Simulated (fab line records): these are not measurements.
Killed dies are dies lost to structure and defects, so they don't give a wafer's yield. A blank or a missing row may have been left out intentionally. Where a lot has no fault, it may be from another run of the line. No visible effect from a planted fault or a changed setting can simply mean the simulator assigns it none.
Problem report, 8D (eight disciplines) form, completed by code | flow nand-harc | the parts of the form that need people (team, actions taken, sign-off) are left out

1. WHAT WENT WRONG
Mean of thk-nm at NHARC_A_ONON_D1_THK_MEAS_34: 168 nm across 2 wafers in 2 lots; on wafers with no fault it is 201 nm (standard deviation 3.2). That is -10 standard deviations from the usual mean.
The step: measures by ellipsometry.
First seen on wafer L340.2, day 11 15:56, on film-metro-01. Wafers with a number at this step in the record: 33, from 11 lots. The rule behind "out" and "out of limits": a value lying over 4 standard deviations away from the usual mean. The rest of the wafers with a number are treated as sound.

2. WHAT IT IS; WHAT IT IS NOT
question                    | is                | is not
which readings at this step | thk-nm            | -
which lots                  | L340, L342        | L333, L334, L335, L348, L350, L351, L352, L353, L354
which wafers of those lots  | L340.2, L342.2    | L340.4, L340.6, L342.1, L342.3
read on which gauges        | film-metro-01     | film-metro-02
when                        | from day 11 15:56 | up to then (11 sound wafers); but 20 sound wafers of L342, L348, L350, L351, L352, L353, L354 came after

3. SUSPECTS, AND WHAT RULES EACH OUT
Counting: any tool at a process step up to the reading remains a suspect provided it ran every lot that is out. Sound lots after the first of them don't rule it out here, since some wafers of a struck lot are sound.
- ruled out: the gauge at NHARC_A_ONON_D1_THK_MEAS_34. All the wafers that are out were read on film-metro-01, but those of them that NHARC_A_ONON_D1_DEP_33 has rows for are out there too, on other tools.
- pecvd-01 at NHARC_A_ONON_D1_DEP_33 (deposits SiO2, target thk 200 nm): kept. Every lot that is out went through it, the first being L340 (day 11 15:31); the last sound lot it ran before that was L335 (day 9 15:50). Out on those wafers are its own readings of mfc-precursor-sccm.
- In pecvd-01 at NHARC_A_ONON_D1_DEP_33, the wafers that are out were processed in chamber 2 and their sound lot-mates in chambers 0, 1.
The count leaves pecvd-01 at NHARC_A_ONON_D1_DEP_33.

4. THE CAUSE (what the simulator had put in)
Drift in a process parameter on pecvd-01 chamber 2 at NHARC_A_ONON_D1_DEP_33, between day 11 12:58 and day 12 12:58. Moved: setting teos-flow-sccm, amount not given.
The count eliminated every tool but this one.

5. THE CHAIN OF EFFECTS, in route order
Rows list readings where the struck wafers' mean (over those with a number) sits beyond 3 standard deviations from the usual. Scope: only readings with a usual standard deviation given in the record; hours: median across lots of the time from each lot's start at the first step in this table that gives one to its start at this step; sigmas: change in usual standard deviations.
hours | step                        | reading            | usual      | on struck wafers | change | sigmas
0     | NHARC_A_ONON_D1_DEP_33      | mfc-precursor-sccm | 161.4 sccm | 135.0            | -26.4  | -53
0     | NHARC_A_ONON_D1_THK_MEAS_34 | thk-nm             | 201 nm     | 168              | -33    | -10
It contains these process steps:
- NHARC_A_ONON_D1_DEP_33: deposits SiO2, target thk 200 nm.
Later steps that measure or inspect, where all struck wafers having a row at the step show a number for every such reading and not one has moved that far: NHARC_END_SORT_01.

6. HOW IT WOULD HAVE BEEN CAUGHT EARLIER
The first out-of-limits reading at a measuring or inspecting step in this record came at day 11 15:56, 3 hours after the fault's start at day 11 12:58.
At NHARC_A_ONON_D1_DEP_33, the tool's own readings (mfc-precursor-sccm) were out on each struck wafer the step has a row for, so an alarm limit on them would have fired on the first such wafer.
Among the 2 lots that are out, L342 began NHARC_A_ONON_D1_DEP_33 on pecvd-01 after day 11 15:56. Putting the tool on hold at that point would have spared it.
